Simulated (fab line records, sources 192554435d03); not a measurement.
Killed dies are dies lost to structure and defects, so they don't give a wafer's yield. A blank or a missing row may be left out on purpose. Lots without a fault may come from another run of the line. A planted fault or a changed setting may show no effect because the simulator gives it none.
Which tool did it? | flow n5_finfet | 9 lots, 27 wafers sampled, at 4 steps of a route of 1938

WHAT THE GAUGES READ, wafer by wafer
N5_BEOL_M4_RC_MEAS_101. Usual: DIBL_N 36.1 mV/V, standard deviation 1.3; DIBL_P 36.1 mV/V, standard deviation 1.7; IOFF_N 0.154 nA/um, standard deviation 0.022; IOFF_P 0.201 nA/um, standard deviation 0.024; ION_N 675 uA/um, standard deviation 8.9; ION_P 462 uA/um, standard deviation 5.9; SS_N 71.5 mV/dec, standard deviation 0.49; SS_P 73.3 mV/dec, standard deviation 0.58; VT_N 250.0 mV, standard deviation 2.7; VT_P -251.3 mV, standard deviation 2.7.
lot  | measured     | on        | DIBL_N (mV/V)  | DIBL_P (mV/V)  | IOFF_N (nA/um)    | IOFF_P (nA/um)    | ION_N (uA/um) | ION_P (uA/um) | SS_N (mV/dec)  | SS_P (mV/dec)  | VT_N (mV)         | VT_P (mV)            | flag
L201 | day 8 02:34  | prober-01 | 36.8 36.0 37.6 | 37.7 36.4 38.3 | 0.168 0.146 0.165 | 0.185 0.172 0.184 | 678 662 676   | 452 452 448   | 72.2 71.3 72.1 | 73.7 73.7 73.5 | 250.7 251.7 250.3 | -254.7 -253.2 -254.9 |
L204 | day 9 01:45  | prober-01 | 35.5 35.4 35.1 | 35.7 34.5 34.4 | 0.139 0.133 0.133 | 0.213 0.200 0.200 | 673 656 663   | 460 459 461   | 72.1 71.7 71.3 | 73.3 72.9 72.8 | 251.8 253.1 249.9 | -249.5 -248.3 -248.9 |
L207 | day 10 11:20 | prober-01 | 35.2 36.0 36.5 | 35.5 35.5 36.9 | 0.131 0.134 0.146 | 0.189 0.192 0.214 | 672 668 676   | 461 463 465   | 71.0 71.3 71.0 | 73.0 72.4 73.2 | 251.7 250.1 249.3 | -250.1 -248.9 -249.1 |
L212 | day 11 16:36 | prober-01 | 32.9 33.4 33.5 | 32.7 33.6 32.3 | 0.124 0.129 0.119 | 0.164 0.179 0.157 | 677 664 671   | 465 458 460   | 71.2 71.1 71.3 | 73.2 73.4 72.7 | 251.8 251.4 255.1 | -253.6 -254.2 -254.7 |
L215 | day 11 22:54 | prober-01 | 36.7 37.5 35.5 | 38.5 40.4 37.5 | 0.165 0.185 0.140 | 0.205 0.235 0.195 | 672 682 654   | 457 459 449   | 72.0 71.9 71.7 | 73.8 74.1 73.5 | 250.8 251.0 254.2 | -254.0 -249.4 -251.7 |
L214 | day 12 03:42 | prober-02 | 36.6 36.5 36.6 | 36.4 36.1 36.7 | 0.151 0.146 0.154 | 0.210 0.202 0.210 | 669 671 680   | 463 459 464   | 71.4 71.2 71.6 | 73.1 73.2 72.8 | 252.1 249.7 247.6 | -252.0 -251.8 -253.2 |
L220 | day 13 05:51 | prober-01 | 36.3 36.2 37.9 | 37.0 36.7 38.0 | 0.169 0.165 0.194 | 0.199 0.196 0.216 | 683 672 690   | 464 453 465   | 71.6 71.1 71.3 | 73.0 73.2 73.8 | 247.2 248.2 245.6 | -252.2 -250.7 -248.9 |
L221 | day 14 07:29 | prober-02 | 38.7 37.4 36.1 | 39.5 38.0 36.4 | 0.196 0.174 0.147 | 0.268 0.247 0.211 | 696 681 670   | 478 470 464   | 72.4 72.2 71.9 | 73.9 73.6 73.0 | 244.5 245.3 251.1 | -245.7 -248.8 -247.4 |
L222 | day 14 10:37 | prober-01 | 35.0 35.0 35.9 | 35.5 36.1 36.4 | 0.129 0.136 0.141 | 0.156 0.168 0.169 | 667 678 677   | 456 460 462   | 71.1 71.8 72.3 | 73.3 72.9 73.3 | 251.5 249.9 250.5 | -255.6 -253.4 -256.6 |

N5_MIM_BOT_LITHO_OVL_MEAS_11. Usual: MIM_BOT_OVL 3 nm, standard deviation 5.3.
lot  | measured     | on         | MIM_BOT_OVL (nm) | flag
L201 | day 11 22:31 | overlay-02 | 10 2 0           |
L204 | day 12 22:11 | overlay-02 | -4 4 -1          |
L207 | day 14 11:29 | overlay-01 | -3 2 -10         |
L212 | day 15 19:31 | overlay-02 | 7 -4 1           |
L215 | day 16 00:55 | overlay-01 | -3 -2 0          |
L214 | day 16 00:22 | overlay-01 | -7 0 4           |
L220 | day 17 06:25 | overlay-01 | 4 1 -1           |
L221 | day 18 09:43 | overlay-01 | 10 9 13          |
L222 | day 19 00:11 | overlay-01 | 4 5 9            |

WHICH TOOL RAN EACH LOT (tool, then ch and the chambers of the sampled wafers, then the start)
lot  | N5_MIM_TOP_ALD_02                           | N5_MIM_TOP_LITHO_DESCUM_10
L201 | ald_hk-01 ch 1,2,3, day 11 21:50 or earlier | rie_diel-01 ch 2,3, day 11 21:50
L204 | ald_hk-02 ch 0,2,3, day 12 21:16 or earlier | rie_diel-02 ch 0,3, day 12 21:16
L207 | ald_hk-02 ch 1,2,3, day 14 10:41 or earlier | rie_diel-01 ch 0,2,3, day 14 10:41
L212 | ald_hk-03 ch 0,1,2, day 15 18:41 or earlier | rie_diel-02 ch 0,1,3, day 15 18:41
L215 | ald_hk-03 ch 0,1,2, day 16 00:07 or earlier | rie_diel-02 ch 1,2,3, day 16 00:07
L214 | ald_hk-02 ch 2,3, day 15 23:31 or earlier   | rie_diel-06 ch 0,3, day 15 23:31
L220 | ald_hk-02 ch 0,1,3, day 17 05:37 or earlier | rie_diel-01 ch 0,1, day 17 05:37
L221 | ald_hk-02 ch 1,2, day 18 08:55 or earlier   | rie_diel-06 ch 0,2, day 18 08:55
L222 | ald_hk-02 ch 0,3, day 18 23:31 or earlier   | rie_diel-01 ch 0,2,3, day 18 23:31
- N5_MIM_TOP_ALD_02: deposits Al2O3, purge time 3 s, co reactant pulse time 3 s.
- N5_MIM_TOP_LITHO_DESCUM_10: chemistry O2, time 7.9 s.

WHAT THE TOOLS THEMSELVES READ (means of the sampled wafers that have a number; where no wafer has one, the mark that the record gives instead)
N5_MIM_TOP_ALD_02. Usual: precursor_pulse_height_rel 1.000, standard deviation 0.019.
lot  | tool      | precursor_pulse_height_rel | flag
L201 | ald_hk-01 | 0.998                      |
L204 | ald_hk-02 | 1.010                      |
L207 | ald_hk-02 | 0.995                      |
L212 | ald_hk-03 | 1.012                      |
L215 | ald_hk-03 | 0.993                      |
L214 | ald_hk-02 | 0.996                      |
L220 | ald_hk-02 | 0.996                      |
L221 | ald_hk-02 | 0.998                      |
L222 | ald_hk-02 | 0.995                      |

N5_MIM_TOP_LITHO_DESCUM_10. Usual: drypump_motor_current_A 5.7 A, standard deviation 0.35; oes_product_au 0.80 a.u., standard deviation 0.078; rf_vpp_V 243.0 V, standard deviation 1.4; showerhead_plenum_p_Torr 2.09 Torr, standard deviation 0.076; throttle_valve_pct 20.32 %, standard deviation 0.13.
lot  | tool        | drypump_motor_current_A (A) | oes_product_au (a.u.) | rf_vpp_V (V) | showerhead_plenum_p_Torr (Torr) | throttle_valve_pct (%) | flag
L201 | rie_diel-01 | 6.0                         | 0.85                  | 241.1        | 2.04                            | 20.16                  |
L204 | rie_diel-02 | 5.6                         | 0.69                  | 245.1        | 2.17                            | 20.32                  |
L207 | rie_diel-01 | 5.8                         | 0.84                  | 242.0        | 2.04                            | 20.24                  |
L212 | rie_diel-02 | 5.6                         | 0.73                  | 243.0        | 2.11                            | 20.32                  |
L215 | rie_diel-02 | 5.6                         | 0.76                  | 243.2        | 2.07                            | 20.29                  |
L214 | rie_diel-06 | 5.6                         | 0.81                  | 244.2        | 2.21                            | 20.38                  |
L220 | rie_diel-01 | 5.3                         | 0.84                  | 242.6        | 2.03                            | 20.46                  |
L221 | rie_diel-06 | 5.4                         | 0.76                  | 244.2        | 2.13                            | 20.42                  |
L222 | rie_diel-01 | 5.8                         | 0.80                  | 242.4        | 2.02                            | 20.30                  |

THE ANSWER, worked out from the rows above alone
Rule: a lot is off if the mean of its wafers that have a number lies more than 3 standard deviations from the usual mean. A lot without any number at a reading at which 4 lots or more have one is off too. The other lots that the step has rows for count as sound. The gauges are gone through in route order, then the tools' own readings, and for those a lot's mean is taken as printed above. The first step at which some lot is off is used, and at that step the reading that is off furthest; a lot without a number counts as furthest.
No lot is off at any reading shown: from this, nothing can be told.

WHAT THE SIMULATOR HAD PUT IN
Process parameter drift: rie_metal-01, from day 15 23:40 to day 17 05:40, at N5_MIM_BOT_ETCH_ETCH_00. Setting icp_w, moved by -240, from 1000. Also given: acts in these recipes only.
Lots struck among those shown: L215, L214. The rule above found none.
